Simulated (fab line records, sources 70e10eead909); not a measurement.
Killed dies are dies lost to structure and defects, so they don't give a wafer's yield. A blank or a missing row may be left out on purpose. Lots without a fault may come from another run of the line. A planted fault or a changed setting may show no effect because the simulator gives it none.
Problem report in the 8D (eight disciplines) form, filled by code | flow nand_harc | the parts of the form that need people (team, actions taken, sign-off) are left out

1. THE PROBLEM
killed_at_other at NHARC_END_SORT_01 reads a mean of 635.5 on 4 wafers of 2 lots; wafers without a fault read 0.8 with a standard deviation of 0.91. That is +99 or more standard deviations from the usual mean.
First seen on wafer L495.2, day 30 05:19, on prober-02. The record holds 19 wafers of 7 lots with a number at this step. Rule for "out", or "out of limits": more than 4 standard deviations from the usual mean. The other wafers with a number count as sound.

2. WHAT IT IS AND WHAT IT IS NOT
question                    | is                                                                                                                  | is not
which readings at this step | killed_at_other, defect_limited_yield, killed_dies, sort_bin_2_pct, sort_n_pass, sort_rim_yield_pct, sort_yield_pct | killed_at_array, killed_at_periphery, killed_open, killed_short, sort_bin_3_pct, sort_bin_4_pct
which lots                  | L493, L495                                                                                                          | L485, L486, L487, L488, L492
which wafers of those lots  | L493.6, L495.2, L495.3, L495.6                                                                                      | L493.1, L493.4
read on which gauges        | prober-01, prober-02                                                                                                | -
when                        | from day 30 05:19                                                                                                   | up to then (14 sound wafers); but 1 sound wafer of L493 came after

3. SUSPECTS, AND WHAT RULES EACH OUT
Counting: a tool at a process step up to the reading stays a suspect if it ran every lot that is out. Sound lots after the first of them don't rule it out here, since some wafers of a struck lot are sound.
- the gauge at NHARC_END_SORT_01: ruled out. The wafers that are out were read on 2 gauges (prober-01, prober-02).
- pecvd-03 at NHARC_THIN_TSV_DEP_43 (deposits SiO2, target thk 1328.5 nm): kept. It ran every lot that is out, first L495 (day 29 12:41); its last sound lot up to then is L492 (day 28 10:58).
- plasma_asher-02 at NHARC_THIN_TSV_STRIP_56 (strips in O2): kept. It ran every lot that is out, first L495 (day 29 20:08); its last sound lot up to then is L485 (day 25 19:15).
Left after counting: pecvd-03 at NHARC_THIN_TSV_DEP_43, plasma_asher-02 at NHARC_THIN_TSV_STRIP_56.

4. THE CAUSE (what the simulator had put in)
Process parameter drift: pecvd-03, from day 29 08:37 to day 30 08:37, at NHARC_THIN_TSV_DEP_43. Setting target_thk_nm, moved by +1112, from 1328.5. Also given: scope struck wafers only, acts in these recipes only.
Counting left 2 suspects, and this tool is among them.

5. THE CHAIN OF EFFECTS, in route order
Each row: a reading whose mean over the struck wafers that have a number lies more than 3 standard deviations from the usual. Only readings for which the record gives a usual standard deviation are gone through. hours: the time from each lot's start at the first step in this table that gives one to its start at this step, as a median over the lots. sigmas: the change in usual standard deviations.
hours | step              | reading              | usual  | on struck wafers | change | sigmas
0     | NHARC_END_SORT_01 | defect_limited_yield | 93.3 % | 0.0              | -93.3  | -62
0     | NHARC_END_SORT_01 | killed_at_other      | 0.8    | 635.5            | +634.7 | +99 or more
0     | NHARC_END_SORT_01 | killed_dies          | 46     | 677              | +631   | +63
0     | NHARC_END_SORT_01 | sort_bin_2_pct       | 2.4 %  | 96.0             | +93.6  | +99 or more
0     | NHARC_END_SORT_01 | sort_n_pass          | 631    | 0                | -631   | -63
0     | NHARC_END_SORT_01 | sort_rim_yield_pct   | 86 %   | 0                | -86    | -19
0     | NHARC_END_SORT_01 | sort_yield_pct       | 93.3 % | 0.0              | -93.3  | -62

6. WHAT WOULD HAVE CAUGHT IT SOONER
In this record the first reading out of limits at a measuring or inspecting step was taken at day 30 05:19, 21 hours after the fault began at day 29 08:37.
Of the tool readings at NHARC_THIN_TSV_DEP_43 for which the record gives a usual standard deviation, none was out on any struck wafer, so an alarm limit of 4 standard deviations on them would not have fired.
All the lots that are out (2) had begun NHARC_THIN_TSV_DEP_43 on pecvd-03 by day 30 05:19. A hold on the tool at that time would have spared none of them.
